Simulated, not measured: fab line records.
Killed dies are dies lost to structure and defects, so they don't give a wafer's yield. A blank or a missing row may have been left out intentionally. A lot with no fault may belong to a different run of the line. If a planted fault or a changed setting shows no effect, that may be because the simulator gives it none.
Chamber matching :: flow n5-finfet :: N5_BEOL_M14_DEP_53 on pecvd-03 has 3 sister chambers
The step deposits SiCN from 3MS/NH3, target thk 50 nm, time 17.8 s. 3 wafers are shown with their chamber, then 8 later ones without.

== WAFERS WITH THEIR CHAMBER ==
wafer: L078.3
chamber: 2
throttle-valve-pct (%): 17.1

wafer: L085.6
chamber: 0
throttle-valve-pct (%): 17.0

wafer: L087.1
chamber: 1
throttle-valve-pct (%): 17.6

== WAFERS WHOSE CHAMBER IS MISSING ==
wafer: L087.3
throttle-valve-pct (%): 17.5

wafer: L087.6
throttle-valve-pct (%): 17.8

wafer: L089.2
throttle-valve-pct (%): 17.1

wafer: L089.3
throttle-valve-pct (%): 17.2

wafer: L089.4
throttle-valve-pct (%): 17.7

wafer: L096.2
throttle-valve-pct (%): 17.3

wafer: L096.3
throttle-valve-pct (%): 17.1

wafer: L096.4
throttle-valve-pct (%): 17.2

== CHAMBER TAKEN BY EACH ==
wafer: L087.3
from the rows above: 1
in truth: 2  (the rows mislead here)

wafer: L087.6
from the rows above: 1
in truth: 1

wafer: L089.2
from the rows above: can't be placed: 2 or 0
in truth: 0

wafer: L089.3
from the rows above: can't be placed: 2 or 0
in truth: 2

wafer: L089.4
from the rows above: 1
in truth: 1

wafer: L096.2
from the rows above: can't be placed: 2 or 0 or 1
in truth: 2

wafer: L096.3
from the rows above: can't be placed: 2 or 0
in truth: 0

wafer: L096.4
from the rows above: can't be placed: 2 or 0
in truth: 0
Correct placement for 2 of the 8. Unplaceable from these rows: 5, with the true chamber sitting among the candidates in 5. 1 placed wrongly.
How it was worked out, from the rows above alone: a wafer's distance from a chamber is the root of the sum, over the readings, of the square of ((its reading less the chamber's mean) divided by the reading's scatter). The wafer belongs to the nearest chamber; if the next one is less than 2 further off, it can't be placed. For every chamber, the mean is computed from those of its wafers that are shown. The scatter (one wafer shown for each chamber): square how far every hidden wafer sits from the nearest shown wafer, average those squares and take the square root.
